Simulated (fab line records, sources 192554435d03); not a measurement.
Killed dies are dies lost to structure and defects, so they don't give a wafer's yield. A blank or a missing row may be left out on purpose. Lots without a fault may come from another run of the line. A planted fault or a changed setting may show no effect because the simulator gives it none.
Chamber matching | flow n5_finfet | N5_BEOL_M11_CURE_72 on uv_cure-02: 3 sister chambers
The step cures SiCOH lowk, time 120 s. 6 wafers are shown with their chamber, then 9 later ones without.

WAFERS WITH THEIR CHAMBER
wafer  | chamber | wafer_temp_C_max | lamp_power_pct (%)
L087.5 | 0       | 371.0            | 52.24
L087.6 | 0       | 371.5            | 52.24
L092.3 | 1       | 371.9            | 52.22
L092.4 | 1       | 371.9            | 52.41
L090.3 | 2       | 371.4            | 52.30
L090.6 | 2       | 371.0            | 52.30

WAFERS WITHOUT THEIR CHAMBER
wafer  | wafer_temp_C_max | lamp_power_pct (%)
L093.1 | 372.6            | 52.28
L093.2 | 371.8            | 52.32
L093.5 | 372.7            | 52.36
L093.3 | 371.5            | 52.28
L093.4 | 372.5            | 52.37
L093.6 | 372.1            | 52.28
L096.1 | 370.9            | 52.32
L096.3 | 370.9            | 52.29
L096.4 | 371.1            | 52.31

WHICH CHAMBER EACH WENT THROUGH
wafer  | from the rows above          | in truth
L093.1 | 1                            | 1
L093.2 | can't be placed: 1 or 2 or 0 | 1
L093.5 | 1                            | 1
L093.3 | can't be placed: 0 or 2 or 1 | 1
L093.4 | 1                            | 1
L093.6 | 1                            | 1
L096.1 | can't be placed: 2 or 0      | 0
L096.3 | can't be placed: 2 or 0      | 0
L096.4 | can't be placed: 2 or 0      | 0
Placed correctly: 4 of 9. Can't be placed from these rows: 5 (the true chamber is among the candidates in 5). Placed wrongly: 0.
How it was worked out, from the rows above alone: a wafer's distance from a chamber is the root of the sum, over the readings, of the square of ((its reading less the chamber's mean) divided by the reading's scatter). The wafer belongs to the nearest chamber; if the next one is less than 2 further off, it can't be placed. A chamber's mean is the mean of its shown wafers. The scatter: the root of (the sum of the squares of (reading less its chamber's mean) over the shown wafers, divided by (wafers less chambers)).
